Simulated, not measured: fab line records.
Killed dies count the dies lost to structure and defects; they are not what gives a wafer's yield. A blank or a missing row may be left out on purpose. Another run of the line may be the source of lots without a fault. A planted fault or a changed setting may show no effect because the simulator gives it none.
fab line records	flow n5_finfet
record: lots: 11	wafers: 33	last_day: 17
route steps=1938 shown BEOL_M6@1248 BEOL_M7@1263
lots that met no fault: from a run of the same line without faults
start_h: start of the lot's first displayed wafer, in hours after the record's first day	wait_h: hours since the lot's step before	" as in the row above	L1.1+2: several wafers, shown together as one row	- no value, or no start given	* or withheld: withheld	< > ~ a bound
route shown NAME@n: a module of which the file shows steps, and the number in the route of the first	usual: mean and standard deviation over wafers with no fault	same: alike in all rows	chamber/n: place in a boat	sites: each site's reading	_std_site: how widely they spread, as a standard deviation	_edge_site: outer sites' mean less inner sites'	radius_mm: for every site, how far away it sits from the centre of the wafer	mask NAME#n: copy n	behind: tool/chamber where the wafer was last shaped	hold: reason for holding the lot/hours on hold/outcome of the hold	device: transistor that didn't switch, given as n, p or np	end of line: at the end of the route, the tests of the same wafers	a step without rows: its recipe alone	killed: the dies lost at the first sort to structure and to defects; this is not the yield of the wafer	map: per-die view of a wafer (x killed, . not killed, _ where there is no die)
set.NAME: the setting as run; set.NAME@STEP: as run at that earlier step	model.NAME: the simulator's own value behind a step, which no gauge read
the route's steps for a sample of lots (tables are steps, rows are wafers)
services: a tool's chamber out of use, with start hour (start_h, from the record's first day; less than 0 if before it), hours out, and reason
== steps ==
step: N5_BEOL_M6_CURE_75
recipe: temp_c: 370	time_s: 120	ambient: DMADMS/He	material: SiCOH_lowk
usual: lamp_power_pct: 52.31/0.053	wafer_temp_C_max: 371.3/0.42
lot.wafer	tool	chamber	start_h	wait_h	lamp_power_pct	wafer_temp_C_max
L522.1	uv_cure-03	1	201.21	0.5	52.37	371.1
L522.3	"	1	"	"	52.30	370.9
L522.4	"	1	"	"	52.29	371.4
L525.1	uv_cure-03	0	212.57	0.1	52.33	371.9
L525.4	"	0	"	"	52.38	372.4
L525.6	"	0	"	"	52.25	372.2
L523.1	uv_cure-01	2	219.26	0.0	52.30	371.4
L523.3	"	2	"	"	52.24	371.0
L523.6	"	2	"	"	52.33	371.3
L527.1	uv_cure-02	2	237.90	0.1	52.33	371.6
L527.2	"	2	"	"	52.30	371.6
L527.5	"	2	"	"	52.29	371.3
L528.1	uv_cure-02	0	243.16	0.0	52.29	370.9
L528.5	"	0	"	"	52.30	371.0
L528.6	"	0	"	"	52.25	371.5
L533.1	uv_cure-03	2	269.25	0.0	52.33	371.0
L533.2	"	2	"	"	52.34	371.3
L533.6	"	2	"	"	52.34	370.8
L538.2	uv_cure-03	1	299.05	0.3	52.29	371.3
L538.3	"	1	"	"	52.21	371.6
L538.5	"	1	"	"	52.41	371.1
L539.1	uv_cure-01	2	305.84	0.0	52.31	371.5
L539.4	"	2	"	"	52.28	371.3
L539.6	"	2	"	"	52.28	371.4
L540.1	uv_cure-03	2	306.49	0.1	52.27	371.3
L540.3	"	2	"	"	52.32	371.1
L540.4	"	2	"	"	52.28	371.1
L541.2	uv_cure-02	0	324.23	0.1	52.25	371.8
L541.3	"	0	"	"	52.27	370.9
L541.4	"	0	"	"	52.45	371.2
L542.3	uv_cure-03	2	324.72	0.2	52.30	370.9
L542.4	"	2	"	"	52.39	370.5
L542.5	"	2	"	"	52.33	371.3
step: N5_BEOL_M6_SPUTTER_48
recipe: material: Cu	target_thk_a: 100	temp_c: -20	bias_v: 60	power_w: 26000	chamber_pressure_pa: 0.13	time_s: 1.667
usual: throttle_valve_pct: 30.0/0.86
lot.wafer	tool	chamber	start_h	wait_h	throttle_valve_pct
L522.1	pvd_sputter-02	-	202.84	0.2	29.0
L522.3	"	-	"	"	28.9
L522.4	"	-	"	"	28.6
L525.1	pvd_sputter-01	-	217.50	3.5	30.0
L525.4	"	-	"	"	29.4
L525.6	"	-	"	"	29.9
L523.1	pvd_sputter-03	-	220.16	0.1	30.3
L523.3	"	-	"	"	30.8
L523.6	"	-	"	"	30.4
L527.1	pvd_sputter-01	-	238.91	0.1	29.0
L527.2	"	-	"	"	30.7
L527.5	"	-	"	"	30.5
L528.1	pvd_sputter-03	-	244.35	0.1	30.5
L528.5	"	-	"	"	29.9
L528.6	"	-	"	"	30.4
L533.1	pvd_sputter-03	-	270.54	0.2	30.8
L533.2	"	-	"	"	29.8
L533.6	"	-	"	"	30.8
L538.2	pvd_sputter-02	-	300.55	0.1	28.9
L538.3	"	-	"	"	29.9
L538.5	"	-	"	"	28.6
L539.1	pvd_sputter-03	-	306.80	0.1	30.0
L539.4	"	-	"	"	30.4
L539.6	"	-	"	"	29.9
L540.1	pvd_sputter-02	-	308.25	0.1	28.6
L540.3	"	-	"	"	29.8
L540.4	"	-	"	"	29.1
L541.2	pvd_sputter-02	-	325.54	0.1	28.9
L541.3	"	-	"	"	28.9
L541.4	"	-	"	"	28.8
L542.3	pvd_sputter-02	-	325.84	0.1	28.9
L542.4	"	-	"	"	28.8
L542.5	"	-	"	"	28.8
step: N5_BEOL_M6_THK_MEAS_53
recipe: thk_meas_gauge: xrf	reads: Cu_of_BEOL_M6_ECD_50
usual: M6_THK: 78.3/1.9
lot.wafer	tool	chamber	start_h	wait_h	M6_THK[nm]
L522.1	film_metro-01	-	203.64	-	76.7
L522.3	"	-	"	"	75.1
L522.4	"	-	"	"	78.2
L525.1	film_metro-01	-	218.48	-	79.7
L525.4	"	-	"	"	80.1
L525.6	"	-	"	"	78.7
L523.1	film_metro-01	-	220.96	-	79.4
L523.3	"	-	"	"	80.9
L523.6	"	-	"	"	77.3
L527.1	film_metro-01	-	240.18	-	74.2
L527.2	"	-	"	"	79.5
L527.5	"	-	"	"	74.6
L528.1	film_metro-02	-	245.17	-	79.6
L528.5	"	-	"	"	79.0
L528.6	"	-	"	"	80.4
L533.1	film_metro-01	-	272.48	-	78.1
L533.2	"	-	"	"	80.7
L533.6	"	-	"	"	78.5
L538.2	film_metro-02	-	301.67	-	79.3
L538.3	"	-	"	"	78.7
L538.5	"	-	"	"	77.1
L539.1	film_metro-02	-	307.60	-	80.7
L539.4	"	-	"	"	78.1
L539.6	"	-	"	"	77.9
L540.1	film_metro-01	-	309.05	-	75.0
L540.3	"	-	"	"	77.4
L540.4	"	-	"	"	78.0
L541.2	film_metro-01	-	326.56	-	74.8
L541.3	"	-	"	"	77.9
L541.4	"	-	"	"	77.6
L542.3	film_metro-02	-	327.13	-	79.8
L542.4	"	-	"	"	81.4
L542.5	"	-	"	"	80.9
step: N5_BEOL_M7_ILD_DEP_00
recipe: material: SiCOH_lowk	target_thk_a: 1797.5	temp_c: 300	precursor: DEMS/porogen	pressure_torr: 5	rf_w: 500	time_s: 33.4
usual: heater_power_w: 292/54	rf_fwd_power_W: 495.7/1.9	showerhead_plenum_p_Torr: 5.743/0.0089	throttle_valve_pct: 13.9/0.94
lot.wafer	tool	chamber	start_h	wait_h	heater_power_w	rf_fwd_power_W	showerhead_plenum_p_Torr	since_wet_clean_h	throttle_valve_pct
L522.1	pecvd-01	0	204.15	0.3	268	493.3	5.746	1089	14.9
L522.3	"	1	"	"	255	494.7	5.740	1814	14.5
L522.4	"	0	"	"	282	492.9	5.733	-	14.8
L525.1	pecvd-02	1	218.67	0.0	384	496.1	5.745	1648	13.9
L525.4	"	0	"	"	315	495.3	5.756	-	13.9
L525.6	"	2	"	"	239	495.0	5.764	-	12.7
L523.1	pecvd-01	1	221.18	0.0	255	495.4	5.743	1831	14.3
L523.3	"	0	"	"	293	495.5	5.745	1106	14.8
L523.6	"	1	"	"	261	496.8	5.737	-	14.5
L527.1	pecvd-02	0	240.37	0.0	284	497.9	5.750	944	13.6
L527.2	"	2	"	"	205	497.5	5.746	190	12.8
L527.5	"	0	"	"	293	495.2	5.750	-	13.7
L528.1	pecvd-02	2	245.40	0.1	236	498.0	5.734	195	12.8
L528.5	"	1	"	"	359	497.5	5.745	-	14.0
L528.6	"	0	"	"	339	496.1	5.762	-	13.7
L533.1	pecvd-01	1	272.67	0.0	264	497.6	5.744	1883	14.0
L533.2	"	2	"	"	313	494.8	5.730	387	12.2
L533.6	"	0	"	"	327	501.6	5.743	-	14.5
L538.2	pecvd-03	0	301.86	0.0	219	497.5	5.753	1368	14.8
L538.3	"	1	"	"	279	493.4	5.745	2093	15.4
L538.5	"	0	"	"	226	494.1	5.756	-	15.0
L539.1	pecvd-01	1	307.80	0.0	271	497.9	5.730	1918	14.1
L539.4	"	2	"	"	338	494.4	5.742	-	12.3
L539.6	"	0	"	"	321	494.0	5.757	-	14.6
L540.1	pecvd-01	1	309.25	0.0	251	499.2	5.729	1919	14.3
L540.3	"	0	"	"	298	496.7	5.748	1194	14.8
L540.4	"	1	"	"	252	499.3	5.738	-	14.2
L541.2	pecvd-01	0	326.75	0.0	299	497.1	5.753	1212	14.7
L541.3	"	1	"	"	266	496.3	5.720	1937	14.6
L541.4	"	1	"	"	276	497.5	5.737	-	14.4
L542.3	pecvd-01	1	327.32	0.0	235	494.1	5.733	1937	14.4
L542.4	"	1	"	"	245	496.3	5.719	-	14.2
L542.5	"	2	"	"	274	494.9	5.734	-	12.5
step: N5_BEOL_M7_THK_MEAS_01
recipe: reads: SiCOH_lowk_of_BEOL_M7_ILD_DEP_00
usual: M7_ILD_THK: 154.9/1.9
lot.wafer	tool	chamber	start_h	wait_h	M7_ILD_THK[nm]
L522.1	film_metro-02	-	205.08	0.4	151.3
L522.3	"	-	"	"	152.4
L522.4	"	-	"	"	156.4
L525.1	film_metro-01	-	219.25	0.4	155.5
L525.4	"	-	"	"	156.6
L525.6	"	-	"	"	157.6
L523.1	film_metro-01	-	221.76	0.4	154.8
L523.3	"	-	"	"	155.2
L523.6	"	-	"	"	156.4
L527.1	film_metro-02	-	241.01	0.4	155.0
L527.2	"	-	"	"	152.0
L527.5	"	-	"	"	161.5
L528.1	film_metro-02	-	245.97	0.4	154.2
L528.5	"	-	"	"	164.1
L528.6	"	-	"	"	157.4
L533.1	film_metro-01	-	273.25	0.4	152.2
L533.2	"	-	"	"	151.9
L533.6	"	-	"	"	154.8
L538.2	film_metro-02	-	303.19	0.7	155.0
L538.3	"	-	"	"	153.1
L538.5	"	-	"	"	159.1
L539.1	film_metro-02	-	308.38	0.4	151.1
L539.4	"	-	"	"	156.4
L539.6	"	-	"	"	155.2
L540.1	film_metro-01	-	309.82	0.4	152.9
L540.3	"	-	"	"	152.9
L540.4	"	-	"	"	155.0
L541.2	film_metro-01	-	327.51	0.4	154.2
L541.3	"	-	"	"	154.4
L541.4	"	-	"	"	156.6
L542.3	film_metro-01	-	327.99	0.3	153.2
L542.4	"	-	"	"	155.6
L542.5	"	-	"	"	156.3
== services ==
tool	chamber	start_h	hours	kind
pecvd-02	-	181.36	28.1	pm
pecvd-03	2	185.47	8.2	repair
pecvd-03	-	193.15	14.6	pm
uv_cure-01	-	193.57	1.0	repair
uv_cure-01	-	216.77	2.1	pm
pecvd-03	-	228.69	2.8	pm
pecvd-01	0	229.86	2.1	scheduled_down
pecvd-01	-	232.63	14.6	pm
pecvd-03	0	253.32	2.1	scheduled_down
pecvd-02	2	260.86	-	calibration
uv_cure-03	-	274.22	11.7	repair
pecvd-03	1	280.50	2.5	repair
== key ==
first_sign: step: N5_BEOL_M7_THK_MEAS_01	reading: M7_ILD_THK	direction: up	sigmas: 4.2	usual: 154.9	struck: 162.8
effect none on later readings
met_at N5_BEOL_M7_ILD_DEP_00
struck_lots L527,L528
struck_wafers L527.5,L528.5
not_acting_at N5_BEOL_M6_CURE_75,N5_BEOL_M6_SPUTTER_48,N5_BEOL_M6_THK_MEAS_53
onset_between 218.67 240.37
fault: kind: process_parameter_drift	tool: pecvd-02	chamber: -	onset_h: 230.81	steps: N5_BEOL_M7_ILD_DEP_00	channel: target_thk_a	offset: *	shape: step	end_h: 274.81	scope: struck_wafers_only	acts_in: *	stated: *
